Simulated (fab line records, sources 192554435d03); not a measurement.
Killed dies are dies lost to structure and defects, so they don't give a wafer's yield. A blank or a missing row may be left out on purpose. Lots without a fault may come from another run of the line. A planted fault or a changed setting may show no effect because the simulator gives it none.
A struck lot beside a sound one | flow n5_finfet | 37 steps out of a route of 1938
Sound: wafers L977.1, L977.4, L977.6. Struck: wafers L978.1, L978.2, L978.6. The cause comes at the end.
At each step with rows: each side's tool, then ch and its chambers, then its first start. Under that, the readings that differ: sound wafers | struck wafers | difference of the means | sigmas: that difference in standard deviations of wafers without a fault.
alike: readings whose means differ by less than 2 such deviations, and words and numbers that are the same on both sides. not compared: withheld readings, readings that some wafer has no value for, bounds like >300 that may hide the same value, and numbers for which the record gives no deviation and whose values overlap.
The two part at a step that has a row with sigmas, a row that says differs or no value, or rows on one side only. Numbers that don't overlap but have no deviation are shown without sigmas and don't part them. A reading that every wafer of one side lacks parts them only if that side has two wafers or more.

first, 9 steps without rows for these wafers: N5_BEOL_M4_ANNEAL_95 (time 240 s); N5_BEOL_M4_SPUTTER_96 (material Cu, target thk 4.5 nm, time 8.29 s); N5_BEOL_M4_ECD_50 (material Cu, target thk 300 nm); N5_BEOL_M4_ANNEAL_51 (time 90 s); N5_BEOL_M4_CMP_52 (polishes, stops on SiOC, t overpolish 6.8 s, target thk 40 nm); N5_BEOL_M4_PRE_CLEAN_60 (time 15 s); N5_BEOL_M4_CO_CAP_55 (material Co, precursor CCTBA/H2, target thk 2 nm, time 102.1 s); N5_BEOL_M4_PRE_CLEAN_56 (time 15 s); N5_BEOL_M4_DEP_57 (deposits SiCN from 3MS/NH3, target thk 8 nm, time 14 s).
N5_BEOL_M4_RC_MEAS_101:
  sound on prober-02 ch 0, day 12 10:20; struck on prober-01 ch 0, day 12 05:11
  alike: DIBL_N, DIBL_P, IOFF_N, IOFF_P, ION_N, ION_P, SS_N, SS_P, VT_N, VT_P
then, 24 steps without rows for these wafers: N5_BEOL_M5_ILD_DEP_00 (deposits SiCOH lowk from DEMS/porogen, target thk 140.64 nm, time 25.9 s); N5_BEOL_M5_CURE_79 (cures SiCOH lowk, time 240 s); N5_BEOL_M5_PECVD_70 (deposits SiO2 from TEOS/O2, target thk 16 nm, time 18 s); N5_BEOL_M5_HM_DEP_02 (deposits TiN, target thk 20 nm); N5_BEOL_M5_COAT_59 (time 60 s, resist thk 60 nm); N5_BEOL_M5_COAT_60 (time 60 s, resist thk 12 nm); N5_BEOL_M5_COAT_71 (time 60 s, resist thk 5 nm); N5_BEOL_M5_COAT_05 (resist thk 30 nm); N5_BEOL_M5_EBR_07; N5_BEOL_M5_SOFTBAKE_06 (time 60 s); N5_BEOL_M5_EXPOSE_08 (exposes mask M5, target cd 28 nm); N5_BEOL_M5_PEB_09 (peb time 60 s); N5_BEOL_M5_DEVELOP_10 (develop time 30 s); N5_BEOL_M5_DESCUM_16 (chemistry O2, time 7 s); N5_BEOL_M5_ETCH_72 (etches underlayer in N2/H2, target depth 6.5 nm, time 5.2 s); N5_BEOL_M5_ETCH_61 (etches SiARC in CF4, target depth 15.6 nm, time 26 s); N5_BEOL_M5_ETCH_62 (etches SOC in N2/H2, target depth 75 nm, overetch 15 nm, time 112.5 s); N5_BEOL_M5_STRIP_63 (strips in N2/H2); N5_BEOL_M5_STRIP_73 (strips in N2/H2); N5_BEOL_M5_STRIP_64 (strips in CF4); N5_BEOL_M5_HM_OPEN_17 (chemistry Cl2/BCl3, target TiN, target depth 20 nm, overetch 6 nm); N5_BEOL_M5_STRIP_19 (strips in O2); N5_BEOL_M5_COAT_65 (time 60 s, resist thk 60 nm); N5_BEOL_M5_COAT_66 (time 60 s, resist thk 12 nm).
-- the record jumps here: 2 days lie between the struck wafers' starts before and after (it left off in module BEOL_M5 and takes up again in module BEOL_M10, whose first step shown is number 1528 of the route) --
N5_BEOL_M10_ECD_50: material Cu, target thk 318 nm.
  sound on ecd_cu-01 ch 0,1, day 14 15:19; struck on ecd_cu-01 ch 0,1, day 14 13:35
N5_BEOL_M10_CMP_52: polishes, stops on SiCOH lowk, t overpolish 7 s, target thk 140 nm.
  sound on cmp-03 ch 0,1, day 14 15:44; struck on cmp-03 ch 0,2, day 14 14:07
  reading                | sound    | struck | difference | sigmas
  time_to_endpoint_s (s) | 72 69 72 | 6 4 3  | -67        | -18
  alike: motor_current_A
N5_PASSIVATION_PROBE_49:
  sound on prober-01, day 16 18:00; struck on prober-01, day 16 13:23
  reading                  | sound | struck         | difference | sigmas
  defect_limited_yield (%) | 91.5  | 0 0 0          | -92        | -61
  killed_at_M0_to_M3       | 43    | 21 21 13       | -25        | -3
  killed_at_M4_up          | 10    | 1116 1107 1124 | +1106      | +99 or more
  killed_dies              | 100   | 1180 1180 1180 | +1080      | +64
  killed_on_rim            | 16    | 152 152 152    | +136       | +38
  sort_bin_5_function (%)  | 5.3   | 98.0 97.5 96.9 | +92.2      | +99 or more
  sort_n_pass              | 1080  | 0 0 0          | -1080      | -64
  sort_yield_pct (%)       | 91.5  | 0 0 0          | -92        | -61
  alike: killed_at_contacts, killed_at_front_end, killed_at_other, killed_open, killed_short, sort_bin_6_memory

WHERE THEY PART
First at N5_BEOL_M10_CMP_52; last, within this record, at N5_PASSIVATION_PROBE_49.

WHY: what the simulator had put in
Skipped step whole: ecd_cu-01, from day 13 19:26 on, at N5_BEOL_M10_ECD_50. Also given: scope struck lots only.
